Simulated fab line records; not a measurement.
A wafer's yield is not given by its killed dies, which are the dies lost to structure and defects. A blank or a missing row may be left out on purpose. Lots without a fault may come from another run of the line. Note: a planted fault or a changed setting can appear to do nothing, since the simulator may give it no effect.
Which of the tools did it?    flow n5-finfet    Sampling: 10 lots, 28 wafers, 2 of 1938 route steps

== WHAT THE GAUGES READ, wafer by wafer ==
N5_MIM_TOP_LITHO_CD_MEAS_08 targets a cd of 2000 nm.
lot   measured      on         cd-nm (nm)
L618  day 12 10:35  cd-sem-02  1998.4 1998.9 1998.7
L621  day 14 11:04  cd-sem-02  2000.6 2001.2 1998.7
L623  day 14 15:40  cd-sem-01  2001.4 2000.2
L625  day 14 19:57  cd-sem-01  2001.7 2000.2
L628  day 15 14:59  cd-sem-01  1998.9 1998.7 1997.6
L629  day 15 15:01  cd-sem-03  1999.2 2001.8 2000.9
L632  day 16 23:32  cd-sem-03  2001.3 1999.7 2000.4
L635  day 17 16:25  cd-sem-03  2000.8 1998.8 1998.2
L636  day 17 17:20  cd-sem-02  2000.0 1998.9 1999.5
L637  day 17 17:31  cd-sem-03  2000.6 2002.1 2001.6

== WHICH TOOL RAN EACH LOT (tool, then ch and the chambers of the sampled wafers, then the start) ==
lot   N5_PASSIVATION_PECVD_00
L618  pecvd-01 ch 0,1,2, day 12 08:53
L621  pecvd-03 ch 0,2, day 14 07:51
L623  pecvd-04 ch 1, day 14 11:57
L625  pecvd-04 ch 2, day 14 17:20
L628  pecvd-04 ch 0,1, day 15 11:58
L629  pecvd-01 ch 0,1,2, day 15 12:28
L632  pecvd-03 ch 0,2, day 16 20:26
L635  pecvd-04 ch 1,2, day 17 12:02
L636  pecvd-01 ch 0,1, day 17 13:58
L637  pecvd-03 ch 0,2, day 17 14:14
- N5_PASSIVATION_PECVD_00: deposits SiO2 from SiH4/N2O, target thk 200 nm, time 11.2 s.

== THE ANSWER, worked out from the rows above alone ==
Rule: the lots themselves supply what counts as usual. Put in order of their means at a reading, lots are off if they are a third of the lots or fewer, leave a main group of 4 or more, and stand apart from it by a gap of 3 or more times the standard deviation of the main group's means; of several such gaps the widest counts. A main group whose means are all the same, to the digits that the tables above print for the reading, isn't used. Also off: a lot with no number at a reading for which 4 or more lots have one. All remaining lots with rows at the step are treated as sound.
Across all readings shown, no lot is off: no conclusion can be drawn from this.

== WHAT WAS PUT IN BY THE SIMULATOR ==
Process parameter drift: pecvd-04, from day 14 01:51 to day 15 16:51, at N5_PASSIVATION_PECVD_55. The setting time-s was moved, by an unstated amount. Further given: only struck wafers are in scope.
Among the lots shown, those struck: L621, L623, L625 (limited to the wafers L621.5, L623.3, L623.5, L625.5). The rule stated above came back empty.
